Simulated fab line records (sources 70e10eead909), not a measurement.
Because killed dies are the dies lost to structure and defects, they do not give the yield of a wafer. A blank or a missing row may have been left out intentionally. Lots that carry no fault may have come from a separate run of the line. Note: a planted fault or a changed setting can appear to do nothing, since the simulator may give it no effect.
What tool caused it?	flow nand harc	66 wafers from 22 lots sampled at 6 of the route's 1159 steps

WHAT THE GAUGES SHOWED, per wafer
Not one reading of a measure or inspect step in the record can be checked against a usual standard deviation.

WHICH TOOL RAN EACH LOT (tool, then ch and the chambers of the sampled wafers, then the start)
lot	NHARC_A_STAIRCASE_TRIM_222	NHARC_A_STAIRCASE_TRIM_224	NHARC_A_STAIRCASE_HM_DEP_462	NHARC_A_STAIRCASE_ETCH_453	NHARC_A_STAIRCASE_ETCH_315	NHARC_A_STAIRCASE_DESCUM_443
L075	rie diel-04 ch 0,1,2, day 11 23:43 or earlier	rie diel-04 ch 1,2,3, day 11 23:43 or earlier	acl dep-02 ch 0, day 11 23:43	rie diel-04 ch 1,2,3, day 13 22:21 or earlier	rie diel-04 ch 1,3, day 13 22:21 or earlier	rie diel-04 ch 0,1,3, day 13 22:21
L074	rie diel-13 ch 0,2,3, day 12 01:51 or earlier	rie diel-13 ch 1,2,3, day 12 01:51 or earlier	acl dep-03 ch 0, day 12 01:51	rie diel-08 ch 0,1,3, day 13 22:14 or earlier	rie diel-08 ch 0,1,3, day 13 22:14 or earlier	rie diel-04 ch 1,2,3, day 13 22:14
L076	rie diel-04 ch 0,1,3, day 12 10:53 or earlier	rie diel-04 ch 1,3, day 12 10:53 or earlier	acl dep-01 ch 0, day 12 10:53	rie diel-08 ch 0,3, day 14 04:15 or earlier	rie diel-08 ch 0,1,3, day 14 04:15 or earlier	rie diel-13 ch 0,2, day 14 04:15
L077	rie diel-13 ch 0,1,3, day 12 14:31 or earlier	rie diel-13 ch 1,3, day 12 14:31 or earlier	acl dep-03 ch 0, day 12 14:31	rie diel-04 ch 2,3, day 14 11:13 or earlier	rie diel-04 ch 1,2,3, day 14 11:13 or earlier	rie diel-13 ch 0,3, day 14 11:13
L078	rie diel-04 ch 0,1, day 12 20:32 or earlier	rie diel-04 ch 0,1,2, day 12 20:32 or earlier	acl dep-03 ch 0, day 12 20:32	rie diel-08 ch 0,3, day 14 17:01 or earlier	rie diel-08 ch 1,3, day 14 17:01 or earlier	rie diel-13 ch 0,3, day 14 17:01
L081	rie diel-04 ch 0,1,3, day 13 07:57 or earlier	rie diel-04 ch 2,3, day 13 07:57 or earlier	acl dep-03 ch 0, day 13 07:57	rie diel-08 ch 0,1, day 15 10:56 or earlier	rie diel-08 ch 0,3, day 15 10:56 or earlier	rie diel-13 ch 1,2, day 15 10:56
L080	rie diel-04 ch 0,2,3, day 13 14:15 or earlier	rie diel-04 ch 1,2,3, day 13 14:15 or earlier	acl dep-02 ch 0, day 13 14:15	rie diel-04 ch 0,1,3, day 15 11:08 or earlier	rie diel-04 ch 0,2,3, day 15 11:08 or earlier	rie diel-04 ch 2,3, day 15 11:08
L084	rie diel-08 ch 0,1, day 13 19:16 or earlier	rie diel-08 ch 0,3, day 13 19:16 or earlier	acl dep-03 ch 0, day 13 19:16	rie diel-04 ch 0,1,3, day 15 21:41 or earlier	rie diel-04 ch 0,1,2, day 15 21:41 or earlier	rie diel-13 ch 0,1, day 15 21:41
L082	rie diel-08 ch 0,1,3, day 13 21:25 or earlier	rie diel-08 ch 0,3, day 13 21:25 or earlier	acl dep-03 ch 0, day 13 21:25	rie diel-13 ch 0,1,3, day 15 21:51 or earlier	rie diel-13 ch 0,1,2, day 15 21:51 or earlier	rie diel-08 ch 0,1,2, day 15 21:51
L079	rie diel-13 ch 0,2, day 14 00:22 or earlier	rie diel-13 ch 0,1,2, day 14 00:22 or earlier	acl dep-02 ch 0, day 14 00:22	rie diel-08 ch 0,1,3, day 15 21:58 or earlier	rie diel-08 ch 0,1, day 15 21:58 or earlier	rie diel-08 ch 0,2,3, day 15 21:58
L088	rie diel-13 ch 1,2,3, day 14 11:49 or earlier	rie diel-13 ch 0,2,3, day 14 11:49 or earlier	acl dep-01 ch 0, day 14 11:49	rie diel-04 ch 0,2,3, day 16 08:49 or earlier	rie diel-04 ch 0,1,2, day 16 08:49 or earlier	rie diel-08 ch 1,2,3, day 16 08:49
L086	rie diel-04 ch 0,2,3, day 14 16:56 or earlier	rie diel-04 ch 1,2,3, day 14 16:56 or earlier	acl dep-03 ch 0, day 14 16:56	rie diel-08 ch 1,3, day 16 08:34 or earlier	rie diel-08 ch 0,1, day 16 08:34 or earlier	rie diel-13 ch 0,1,2, day 16 08:34
L087	rie diel-04 ch 0,1,3, day 14 21:26 or earlier	rie diel-04 ch 1,2,3, day 14 21:26 or earlier	acl dep-02 ch 0, day 14 21:26	rie diel-08 ch 0,2,3, day 16 18:32 or earlier	rie diel-08 ch 0,1,2, day 16 18:32 or earlier	rie diel-13 ch 0,1,3, day 16 18:32
L085	rie diel-08 ch 0,1,3, day 14 22:52 or earlier	rie diel-08 ch 0,3, day 14 22:52 or earlier	acl dep-01 ch 0, day 14 22:52	rie diel-13 ch 0,2, day 16 18:34 or earlier	rie diel-13 ch 0,1,2, day 16 18:34 or earlier	rie diel-04 ch 0,2,3, day 16 18:34
L089	rie diel-04 ch 0,1,3, day 15 10:02 or earlier	rie diel-04 ch 0,2, day 15 10:02 or earlier	acl dep-02 ch 0, day 15 10:02	rie diel-13 ch 1,2,3, day 17 08:29 or earlier	rie diel-13 ch 0,2, day 17 08:29 or earlier	rie diel-08 ch 0,1,3, day 17 08:29
L091	rie diel-04 ch 0,1,2, day 15 14:52 or earlier	rie diel-04 ch 0,2,3, day 15 14:52 or earlier	acl dep-03 ch 0, day 15 14:52	rie diel-04 ch 0,2,3, day 17 15:39 or earlier	rie diel-04 ch 1,3, day 17 15:39 or earlier	rie diel-04 ch 1,2,3, day 17 15:39
L090	rie diel-13 ch 1,2,3, day 15 16:34 or earlier	rie diel-13 ch 0,3, day 15 16:34 or earlier	acl dep-01 ch 0, day 15 16:34	rie diel-08 ch 0,1,2, day 17 15:49 or earlier	rie diel-08 ch 0,2,3, day 17 15:49 or earlier	rie diel-08 ch 0,1, day 17 15:49
L092	rie diel-08 ch 0,1,2, day 16 00:31 or earlier	rie diel-08 ch 1,2, day 16 00:31 or earlier	acl dep-03 ch 0, day 16 00:31	rie diel-04 ch 0,1,2, day 17 20:31 or earlier	rie diel-04 ch 1,2,3, day 17 20:31 or earlier	rie diel-04 ch 1,2,3, day 17 20:31
L095	rie diel-13 ch 0,1, day 16 10:31 or earlier	rie diel-13 ch 1,2, day 16 10:31 or earlier	acl dep-02 ch 0, day 16 10:31	rie diel-04 ch 0,1,2, day 18 07:04 or earlier	rie diel-04 ch 0,2,3, day 18 07:04 or earlier	rie diel-04 ch 0,1,2, day 18 07:04
L094	rie diel-04 ch 0,1,3, day 16 14:00 or earlier	rie diel-04 ch 0,2,3, day 16 14:00 or earlier	acl dep-02 ch 0, day 16 14:00	rie diel-04 ch 0,1,2, day 18 07:13 or earlier	rie diel-04 ch 0,3, day 18 07:13 or earlier	rie diel-08 ch 2,3, day 18 07:13
L096	rie diel-08 ch 0,2,3, day 17 06:33 or earlier	rie diel-08 ch 1,2,3, day 17 06:33 or earlier	acl dep-01 ch 0, day 17 06:33	rie diel-13 ch 0,2,3, day 19 03:34 or earlier	rie diel-13 ch 1,2,3, day 19 03:34 or earlier	rie diel-08 ch 1,2,3, day 19 03:34
L097	rie diel-04 ch 0,2,3, day 17 19:30 or earlier	rie diel-04 ch 1,2, day 17 19:30 or earlier	acl dep-01 ch 0, day 17 19:30	rie diel-08 ch 1,3, day 19 17:30 or earlier	rie diel-08 ch 1,2,3, day 19 17:30 or earlier	rie diel-13 ch 0,3, day 19 17:30
- NHARC_A_STAIRCASE_TRIM_222: chemistry O2, time 211.2 s.
- NHARC_A_STAIRCASE_TRIM_224: chemistry O2, time 211.2 s.
- NHARC_A_STAIRCASE_HM_DEP_462: deposits aC, target thk 800 nm.
- NHARC_A_STAIRCASE_ETCH_453: etches the open film in CF4/O2, target depth 30 nm, overetch 3 nm, time 16.5 s.
- NHARC_A_STAIRCASE_ETCH_315: etches the open film in C4F8/O2/Ar, target depth 2500 nm, time 607.1 s.
- NHARC_A_STAIRCASE_DESCUM_443: chemistry O2, time 3 s.

WHAT THE TOOLS THEMSELVES READ (means of the sampled wafers that have a number; where no wafer has one, the mark that the record gives instead)
NHARC_A_STAIRCASE_TRIM_222.
lot	tool	drypump motor current A (A)	oes product au (a.u.)	rf vpp V (V)	showerhead plenum p Torr (Torr)	throttle valve pct (%)
L075	rie diel-04	5.7	0.995	57.3	3.55	17.032
L074	rie diel-13	5.6	1.002	57.5	3.50	17.033
L076	rie diel-04	5.9	0.984	58.7	3.65	17.033
L077	rie diel-13	5.4	0.997	57.6	3.43	17.034
L078	rie diel-04	5.9	0.986	57.7	3.62	17.035
L081	rie diel-04	5.9	0.994	57.1	3.64	17.046
L080	rie diel-04	5.9	0.989	58.7	3.53	17.036
L084	rie diel-08	6.3	0.993	57.6	3.49	17.035
L082	rie diel-08	6.1	0.994	57.2	3.46	17.035
L079	rie diel-13	5.6	1.004	57.2	3.56	17.037
L088	rie diel-13	5.5	1.005	57.9	3.51	17.038
L086	rie diel-04	5.9	0.995	57.7	3.53	17.038
L087	rie diel-04	5.9	0.994	57.7	3.63	17.041
L085	rie diel-08	6.1	1.011	57.0	3.45	17.034
L089	rie diel-04	5.9	1.000	56.8	3.63	17.020
L091	rie diel-04	5.7	1.000	58.7	3.54	17.044
L090	rie diel-13	5.5	1.000	57.8	3.51	17.035
L092	rie diel-08	6.0	1.012	58.7	3.49	17.032
L095	rie diel-13	5.3	1.006	57.1	3.41	17.032
L094	rie diel-04	5.9	0.993	57.7	3.63	17.042
L096	rie diel-08	5.9	1.004	57.6	3.53	17.036
L097	rie diel-04	5.9	1.002	57.5	3.51	17.049

NHARC_A_STAIRCASE_TRIM_224.
lot	tool	drypump motor current A (A)	oes product au (a.u.)	rf vpp V (V)	showerhead plenum p Torr (Torr)	throttle valve pct (%)
L075	rie diel-04	5.7	0.992	58.0	3.58	17.023
L074	rie diel-13	5.5	1.006	58.0	3.53	17.032
L076	rie diel-04	5.9	0.982	58.8	3.68	17.034
L077	rie diel-13	5.4	1.001	57.8	3.46	17.039
L078	rie diel-04	5.7	0.991	57.7	3.55	17.045
L081	rie diel-04	5.9	0.995	58.1	3.56	17.033
L080	rie diel-04	5.7	0.990	57.5	3.58	17.039
L084	rie diel-08	6.1	0.986	58.1	3.53	17.027
L082	rie diel-08	6.0	0.987	57.7	3.50	17.041
L079	rie diel-13	5.5	1.001	57.6	3.49	17.031
L088	rie diel-13	5.6	0.993	58.3	3.49	17.029
L086	rie diel-04	5.7	0.997	58.5	3.57	17.037
L087	rie diel-04	5.7	0.991	57.5	3.57	17.035
L085	rie diel-08	6.0	0.998	57.2	3.50	17.033
L089	rie diel-04	5.9	0.994	58.1	3.49	17.031
L091	rie diel-04	5.9	0.992	57.8	3.52	17.040
L090	rie diel-13	5.5	0.999	57.4	3.39	17.042
L092	rie diel-08	5.8	1.004	57.8	3.51	17.041
L095	rie diel-13	5.3	1.004	57.6	3.51	17.033
L094	rie diel-04	5.9	0.991	58.0	3.52	17.048
L096	rie diel-08	5.9	0.998	57.6	3.46	17.036
L097	rie diel-04	5.5	0.999	57.6	3.57	17.044

NHARC_A_STAIRCASE_HM_DEP_462.
lot	tool	throttle valve pct (%)
L075	acl dep-02	35.009
L074	acl dep-03	34.998
L076	acl dep-01	35.002
L077	acl dep-03	34.996
L078	acl dep-03	35.005
L081	acl dep-03	35.011
L080	acl dep-02	35.001
L084	acl dep-03	35.007
L082	acl dep-03	34.997
L079	acl dep-02	35.008
L088	acl dep-01	34.996
L086	acl dep-03	34.998
L087	acl dep-02	35.003
L085	acl dep-01	35.007
L089	acl dep-02	35.008
L091	acl dep-03	34.990
L090	acl dep-01	35.003
L092	acl dep-03	34.995
L095	acl dep-02	35.000
L094	acl dep-02	35.003
L096	acl dep-01	35.006
L097	acl dep-01	34.998

NHARC_A_STAIRCASE_ETCH_453.
lot	tool	bias w (W)	drypump motor current A (A)	oes product au (a.u.)	rf vpp V (V)	showerhead plenum p Torr (Torr)	throttle valve pct (%)
L075	rie diel-04	100.28	5.7	0.989	198.5	1.36	13.390
L074	rie diel-08	99.92	6.1	0.989	196.6	1.31	13.391
L076	rie diel-08	99.84	6.0	0.984	197.4	1.33	13.397
L077	rie diel-04	99.93	5.9	0.996	198.2	1.35	13.393
L078	rie diel-08	100.21	6.1	0.987	197.8	1.34	13.394
L081	rie diel-08	99.92	6.3	0.986	197.5	1.32	13.393
L080	rie diel-04	100.13	5.9	0.994	198.7	1.38	13.400
L084	rie diel-04	99.95	5.9	0.994	197.5	1.38	13.384
L082	rie diel-13	99.99	5.4	1.000	197.2	1.29	13.396
L079	rie diel-08	100.14	6.1	1.006	197.1	1.30	13.400
L088	rie diel-04	100.20	5.9	0.997	197.9	1.33	13.402
L086	rie diel-08	100.03	6.1	1.005	196.1	1.28	13.403
L087	rie diel-08	99.93	5.8	1.009	198.6	1.34	13.404
L085	rie diel-13	99.71	5.6	1.010	197.7	1.34	13.395
L089	rie diel-13	100.15	5.5	0.999	197.5	1.33	13.390
L091	rie diel-04	100.02	5.9	0.986	198.4	1.33	13.403
L090	rie diel-08	100.05	6.0	1.010	197.1	1.32	13.391
L092	rie diel-04	100.16	5.7	0.985	197.7	1.33	13.402
L095	rie diel-04	100.21	5.7	0.992	197.4	1.33	13.396
L094	rie diel-04	99.92	5.7	0.984	198.8	1.33	13.401
L096	rie diel-13	100.26	5.5	0.994	197.8	1.31	13.402
L097	rie diel-08	99.99	6.1	1.016	197.5	1.27	13.400

NHARC_A_STAIRCASE_ETCH_315.
lot	tool	bias w (W)	oes product au (a.u.)	rf vpp V (V)
L075	rie diel-04	2999	0.935	1839
L074	rie diel-08	3007	0.937	1822
L076	rie diel-08	2996	0.923	1821
L077	rie diel-04	3000	0.934	1830
L078	rie diel-08	2996	0.928	1815
L081	rie diel-08	3004	0.923	1825
L080	rie diel-04	3010	0.922	1827
L084	rie diel-04	3003	0.928	1828
L082	rie diel-13	2997	0.932	1824
L079	rie diel-08	2999	0.940	1817
L088	rie diel-04	3010	0.938	1828
L086	rie diel-08	2993	0.926	1817
L087	rie diel-08	2993	0.937	1824
L085	rie diel-13	3010	0.934	1823
L089	rie diel-13	3004	0.932	1828
L091	rie diel-04	2994	0.925	1838
L090	rie diel-08	3010	0.940	1827
L092	rie diel-04	2994	0.925	1830
L095	rie diel-04	3010	0.914	1826
L094	rie diel-04	2992	0.916	1833
L096	rie diel-13	2999	0.938	1825
L097	rie diel-08	2998	0.942	1821

NHARC_A_STAIRCASE_DESCUM_443.
lot	tool	drypump motor current A (A)	oes product au (a.u.)	rf vpp V (V)	showerhead plenum p Torr (Torr)	throttle valve pct (%)
L075	rie diel-04	5.9	0.997	58.3	1.98	11.307
L074	rie diel-04	5.7	0.998	56.7	1.94	11.303
L076	rie diel-13	5.6	0.999	58.4	1.93	11.313
L077	rie diel-13	5.5	0.997	58.1	1.83	11.304
L078	rie diel-13	5.5	0.994	57.4	1.85	11.312
L081	rie diel-13	5.5	1.002	57.8	1.94	11.311
L080	rie diel-04	5.9	0.991	57.5	1.92	11.311
L084	rie diel-13	5.3	1.007	57.8	1.84	11.315
L082	rie diel-08	6.0	1.016	58.2	1.89	11.312
L079	rie diel-08	5.9	1.008	57.5	1.92	11.319
L088	rie diel-08	5.8	1.006	57.1	1.87	11.311
L086	rie diel-13	5.4	1.001	57.0	1.88	11.316
L087	rie diel-13	5.4	0.992	57.5	1.84	11.305
L085	rie diel-04	5.9	0.990	57.8	1.90	11.325
L089	rie diel-08	6.1	1.006	57.8	1.86	11.312
L091	rie diel-04	5.7	0.996	57.5	1.93	11.311
L090	rie diel-08	6.3	1.006	56.5	1.88	11.307
L092	rie diel-04	5.7	0.995	58.2	1.93	11.317
L095	rie diel-04	5.7	0.995	57.3	1.91	11.317
L094	rie diel-08	5.6	1.007	58.5	1.92	11.299
L096	rie diel-08	5.9	1.007	58.6	1.87	11.306
L097	rie diel-13	5.6	0.994	57.1	1.83	11.307

THE ANSWER, worked out from the rows above alone
Rule: the usual values come from the lots themselves. The widest of any qualifying gaps counts: lots, ordered by their means at a reading, are off when they make up no more than a third of the lots, leave a main group of 4 or more, and stand apart from it by 3 or more times the standard deviation of that group's means. The tables above print the reading to a certain number of digits; a main group whose means all agree to those digits is not used. A lot without any number at a reading at which 4 lots or more have one is off too. The other lots that the step has rows for count as sound. The gauges are gone through in route order, then the tools' own readings, and for those a lot's mean is taken as printed above. The first step at which some lot is off is used, and at that step the reading that is off furthest; a lot without a number counts as furthest.
No lot is off at any reading shown: from this, nothing can be told.

WHAT WAS PUT IN BY THE SIMULATOR
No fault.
